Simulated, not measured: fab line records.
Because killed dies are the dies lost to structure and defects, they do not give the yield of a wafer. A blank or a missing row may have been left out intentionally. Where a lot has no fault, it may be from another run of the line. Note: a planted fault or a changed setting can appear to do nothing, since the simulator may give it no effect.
Which of the tools did it? -- flow nand harc -- 24 lots with 72 wafers sampled at 6 steps, on a route of 1302 steps

## WHAT EACH GAUGE READ, for each wafer
NHARC_A_M0_THK_MEAS_24: measures by xrf.
lot,measured,on,thk nm (nm)
L074,day 22 11:40,film metro-02,111.1 112.3 112.9
L075,day 23 00:03,film metro-01,112.0 114.3 113.4
L076,day 23 09:11,film metro-01,113.8 115.5 113.7
L077,day 23 13:41,film metro-01,111.9 117.0 111.9
L078,day 23 15:32,film metro-01,114.0 113.6 112.9
L079,day 24 17:04,film metro-02,112.3 113.8 112.0
L081,day 25 12:18,film metro-01,113.2 115.7 114.6
L080,day 25 13:38,film metro-02,114.8 116.5 114.4
L082,day 26 05:32,film metro-02,116.4 114.4 113.2
L084,day 26 23:22,film metro-02,116.3 111.9 111.8
L083,day 27 06:02,film metro-01,112.5 114.5 112.9
L085,day 27 11:56,film metro-02,115.1 114.8 112.9
L087,day 27 14:05,film metro-01,112.2 113.0 114.7
L086,day 27 16:20,film metro-01,113.6 112.6 114.3
L089,day 28 09:21,film metro-02,115.1 113.8 109.2
L088,day 28 10:59,film metro-01,112.7 112.1 112.9
L090,day 29 09:23,film metro-02,115.7 117.0 115.7
L091,day 29 10:46,film metro-02,114.1 111.0 115.1
L093,day 30 16:46,film metro-02,114.0 112.3 115.5
L094,day 30 19:26,film metro-02,114.7 110.8 111.3
L092,day 31 02:53,film metro-01,113.3 111.6 111.5
L095,day 31 12:47,film metro-02,113.6 111.3 115.7
L096,day 31 13:58,film metro-01,114.6 113.3 110.6
L097,day 32 01:53,film metro-02,113.8 113.5 113.9

NHARC_A_M1_CD_MEAS_09: the cd target is 120 nm.
lot,measured,on,cd nm (nm)
L074,day 22 13:13,cd sem-03,119.7 119.3 119.3
L075,day 23 01:35,cd sem-01,120.7 121.2 120.6
L076,day 23 10:46,cd sem-02,120.8 120.3 119.3
L077,day 23 15:07,cd sem-03,119.5 120.2 120.4
L078,day 23 17:05,cd sem-03,120.4 120.6 120.2
L079,day 24 18:37,cd sem-02,120.4 121.0 120.4
L081,day 25 13:45,cd sem-03,120.9 120.4 120.6
L080,day 25 15:11,cd sem-01,120.8 119.9 121.5
L082,day 26 07:05,cd sem-03,120.8 120.0 120.1
L084,day 27 00:55,cd sem-03,120.4 119.7 119.8
L083,day 27 07:37,cd sem-03,120.9 119.9 120.0
L085,day 27 13:21,cd sem-03,119.8 120.0 120.1
L087,day 27 15:38,cd sem-03,120.2 120.2 120.4
L086,day 27 17:50,cd sem-01,118.9 120.5 120.0
L089,day 28 10:46,cd sem-02,120.4 119.8 120.1
L088,day 28 12:34,cd sem-03,120.6 120.0 120.6
L090,day 29 10:57,cd sem-03,120.0 120.4 119.3
L091,day 29 12:19,cd sem-03,121.7 120.0 121.7
L093,day 30 18:11,cd sem-03,120.5 119.4 120.4
L094,day 30 20:59,cd sem-01,120.8 119.8 120.4
L092,day 31 04:27,cd sem-02,120.4 120.4 119.7
L095,day 31 14:26,cd sem-01,120.1 119.9 119.6
L096,day 31 15:22,cd sem-01,120.7 119.6 120.9
L097,day 32 03:27,cd sem-02,120.1 120.3 119.5

## WHAT TOOL EACH LOT RAN ON (gives the tool, then ch and the chambers of the sampled wafers, and finally the start)
lot,NHARC_A_CONTACT_ETCH_136,NHARC_A_CONTACT_ALD_18,NHARC_A_CONTACT_CMP_20,NHARC_A_M0_PRE_CLEAN_31
L074,"har cap etch-03 ch 0,1, day 22 00:45","ald metal-02 ch 0,1,2, day 22 03:11","cmp-01 ch 0,1, day 22 04:15","pecvd-04 ch 1,2, day 22 11:54"
L075,"har cap etch-01 ch 0,1, day 22 13:10","ald metal-04 ch 1,2, day 22 15:39","cmp-01 ch 0,2,3, day 22 16:47","pecvd-04 ch 0,1, day 23 00:17"
L076,"har cap etch-02 ch 0,1, day 22 22:03","ald metal-02 ch 1,3, day 23 00:33","cmp-03 ch 1,2,3, day 23 01:38","pecvd-04 ch 0,2, day 23 09:24"
L077,"har cap etch-03 ch 0,1, day 23 02:43","ald metal-02 ch 0,1,2, day 23 05:14","cmp-01 ch 1,2,3, day 23 06:20","pecvd-01 ch 1,2, day 23 13:54"
L078,"har cap etch-01 ch 0,1, day 23 04:02","ald metal-04 ch 0,2,3, day 23 06:59","cmp-04 ch 0,2, day 23 08:02","pecvd-04 ch 1,2, day 23 15:47"
L079,"har cap etch-03 ch 0,1, day 24 06:07","ald metal-02 ch 0,1,3, day 24 08:39","cmp-01 ch 0,1,3, day 24 09:44","pecvd-04 ch 0,1,2, day 24 17:18"
L081,"har cap etch-01 ch 0,1, day 25 01:10","ald metal-02 ch 0,2,3, day 25 03:46","cmp-03 ch 0,1,3, day 25 04:52","pecvd-03 ch 0,1,2, day 25 12:34"
L080,"har cap etch-03 ch 0,1, day 25 02:28","ald metal-04 ch 0,1,2, day 25 05:07","cmp-03 ch 1,2,3, day 25 06:11","pecvd-03 ch 0,1,2, day 25 13:52"
L082,"har cap etch-02 ch 0,1, day 25 17:36","ald metal-04 ch 0,1,2, day 25 20:31","cmp-03 ch 1,2,3, day 25 21:40","pecvd-04 ch 0,2, day 26 05:47"
L084,"har cap etch-01 ch 0,1, day 26 12:21","ald metal-04 ch 2,3, day 26 14:56","cmp-01 ch 1,2, day 26 16:01","pecvd-04 ch 0,1,2, day 26 23:35"
L083,"har cap etch-03 ch 0,1, day 26 19:13","ald metal-02 ch 0,1,3, day 26 21:44","cmp-03 ch 0,1,2, day 26 22:50","pecvd-01 ch 1,2, day 27 06:17"
L085,"har cap etch-02 ch 0,1, day 27 00:46","ald metal-02 ch 0,3, day 27 03:19","cmp-01 ch 2,3, day 27 04:25","pecvd-03 ch 1,2, day 27 12:10"
L087,"har cap etch-01 ch 0,1, day 27 03:04","ald metal-04 ch 1,2,3, day 27 05:33","cmp-03 ch 0,1,2, day 27 06:40","pecvd-01 ch 0,1, day 27 14:19"
L086,"har cap etch-02 ch 0,1, day 27 05:05","ald metal-01 ch 0,2,3, day 27 07:47","cmp-03 ch 0,1,3, day 27 08:53","pecvd-03 ch 1,2, day 27 16:34"
L089,"har cap etch-01 ch 0,1, day 27 21:38","ald metal-04 ch 0,1,2, day 28 00:40","cmp-04 ch 1,2,3, day 28 01:44","pecvd-04 ch 0,1,2, day 28 09:35"
L088,"har cap etch-03 ch 0,1, day 27 23:52","ald metal-02 ch 1,3, day 28 02:19","cmp-03 ch 1,3, day 28 03:25","pecvd-01 ch 0,1,2, day 28 11:14"
L090,"har cap etch-01 ch 0,1, day 28 21:42","ald metal-04 ch 2,3, day 29 00:15","cmp-04 ch 1,2, day 29 01:19","pecvd-04 ch 1,2, day 29 09:38"
L091,"har cap etch-03 ch 0,1, day 28 23:25","ald metal-02 ch 0,1,2, day 29 02:20","cmp-03 ch 1,2,3, day 29 03:26","pecvd-03 ch 0,1,2, day 29 10:59"
L093,"har cap etch-01 ch 0,1, day 30 05:33","ald metal-04 ch 1,2,3, day 30 08:19","cmp-03 ch 0,2,3, day 30 09:26","pecvd-01 ch 0,1,2, day 30 17:01"
L094,"har cap etch-03 ch 0,1, day 30 08:07","ald metal-02 ch 0,3, day 30 10:54","cmp-01 ch 0,1,3, day 30 12:01","pecvd-01 ch 0,2, day 30 19:41"
L092,"har cap etch-02 ch 1, day 30 09:41","ald metal-02 ch 1,2, day 30 12:17","cmp-04 ch 0,1,2, day 30 13:24","pecvd-01 ch 0,1,2, day 31 03:08"
L095,"har cap etch-03 ch 0, day 31 01:16","ald metal-02 ch 0,1,2, day 31 04:11","cmp-03 ch 1,3, day 31 05:17","pecvd-04 ch 0,1,2, day 31 13:09"
L096,"har cap etch-02 ch 0,1, day 31 02:40","ald metal-04 ch 0,1,3, day 31 05:31","cmp-04 ch 0,1,2, day 31 06:36","pecvd-04 ch 0,1, day 31 14:11"
L097,"har cap etch-01 ch 0,1, day 31 15:00","ald metal-04 ch 2,3, day 31 17:29","cmp-03 ch 0,1,2, day 31 18:37","pecvd-04 ch 0,1,2, day 32 02:09"
- NHARC_A_CONTACT_ETCH_136: etches the open film in C4F8/O2/Ar, time 311 s, target depth 1912 nm.
- NHARC_A_CONTACT_ALD_18: deposits TiN, target thk 3 nm, pulse time 1 s, ald cycles 150.
- NHARC_A_CONTACT_CMP_20: polishes, t overpolish 30 s, target thk 300 nm.
- NHARC_A_M0_PRE_CLEAN_31: time 12 s.

## WHAT THE TOOLS THEMSELVES READ (means of the sampled wafers that have a number; where no wafer has one, the mark that the record gives instead)
NHARC_A_CONTACT_ALD_18.
lot,tool,heater power w (W),precursor pulse height rel
L074,ald metal-02,1172,0.984
L075,ald metal-04,978,0.998
L076,ald metal-02,1176,0.987
L077,ald metal-02,1169,0.994
L078,ald metal-04,1023,1.004
L079,ald metal-02,1156,0.997
L081,ald metal-02,1062,1.009
L080,ald metal-04,982,0.985
L082,ald metal-04,988,1.008
L084,ald metal-04,991,0.985
L083,ald metal-02,1105,1.008
L085,ald metal-02,1071,0.999
L087,ald metal-04,1027,0.991
L086,ald metal-01,1043,1.013
L089,ald metal-04,983,0.982
L088,ald metal-02,1119,1.000
L090,ald metal-04,940,0.983
L091,ald metal-02,1130,1.012
L093,ald metal-04,992,1.007
L094,ald metal-02,1063,0.992
L092,ald metal-02,1134,1.002
L095,ald metal-02,1130,0.996
L096,ald metal-04,1021,1.011
L097,ald metal-04,993,0.998

NHARC_A_CONTACT_CMP_20.
lot,tool,motor current A (A),overpolish run s (s),slurry filter dp kPa (kPa),time to endpoint s (s)
L074,cmp-01,13.7,30.000,13.54,56
L075,cmp-01,11.5,30.003,13.39,59
L076,cmp-03,11.8,30.000,13.56,67
L077,cmp-01,12.6,29.997,13.60,61
L078,cmp-04,12.2,30.000,13.48,62
L079,cmp-01,12.1,29.997,13.40,58
L081,cmp-03,12.5,30.000,13.44,64
L080,cmp-03,11.5,30.003,13.49,65
L082,cmp-03,11.6,30.012,13.64,68
L084,cmp-01,13.7,30.003,13.56,58
L083,cmp-03,12.6,30.005,13.54,65
L085,cmp-01,11.8,30.003,13.49,60
L087,cmp-03,12.4,30.003,13.45,64
L086,cmp-03,12.8,30.002,13.48,64
L089,cmp-04,12.9,30.009,13.53,61
L088,cmp-03,12.6,29.993,13.59,63
L090,cmp-04,12.2,29.994,13.60,58
L091,cmp-03,11.5,30.004,13.37,64
L093,cmp-03,11.7,30.002,13.55,67
L094,cmp-01,12.4,29.996,13.45,58
L092,cmp-04,12.4,29.998,13.61,59
L095,cmp-03,12.5,30.005,13.41,62
L096,cmp-04,12.3,29.997,13.47,58
L097,cmp-03,12.5,29.994,13.45,62

NHARC_A_M0_PRE_CLEAN_31.
lot,tool,heater power w (W)
L074,pecvd-04,563
L075,pecvd-04,636
L076,pecvd-04,585
L077,pecvd-01,754
L078,pecvd-04,600
L079,pecvd-04,641
L081,pecvd-03,658
L080,pecvd-03,637
L082,pecvd-04,658
L084,pecvd-04,642
L083,pecvd-01,757
L085,pecvd-03,591
L087,pecvd-01,688
L086,pecvd-03,611
L089,pecvd-04,628
L088,pecvd-01,747
L090,pecvd-04,633
L091,pecvd-03,689
L093,pecvd-01,722
L094,pecvd-01,649
L092,pecvd-01,669
L095,pecvd-04,600
L096,pecvd-04,538
L097,pecvd-04,646

## THE ANSWER, worked out from the rows above alone
Rule: the lots themselves supply what counts as usual. The widest of any qualifying gaps counts: lots, ordered by their means at a reading, are off when they make up no more than a third of the lots, leave a main group of 4 or more, and stand apart from it by 3 or more times the standard deviation of that group's means. A main group is skipped when, at the precision printed for the reading in the tables above, its means are all equal. A lot without any number at a reading at which 4 lots or more have one is off too. Where the step has rows for the other lots, those lots are counted as sound. First the gauges in route order, then the tools' own readings, where a lot's mean is used as printed above. At the first step where some lot is off, the reading lying furthest off is the one used; lots without a number count as furthest.
Across all readings shown, no lot is off: no conclusion can be drawn from this.

## WHAT THE SIMULATOR HAD INSERTED
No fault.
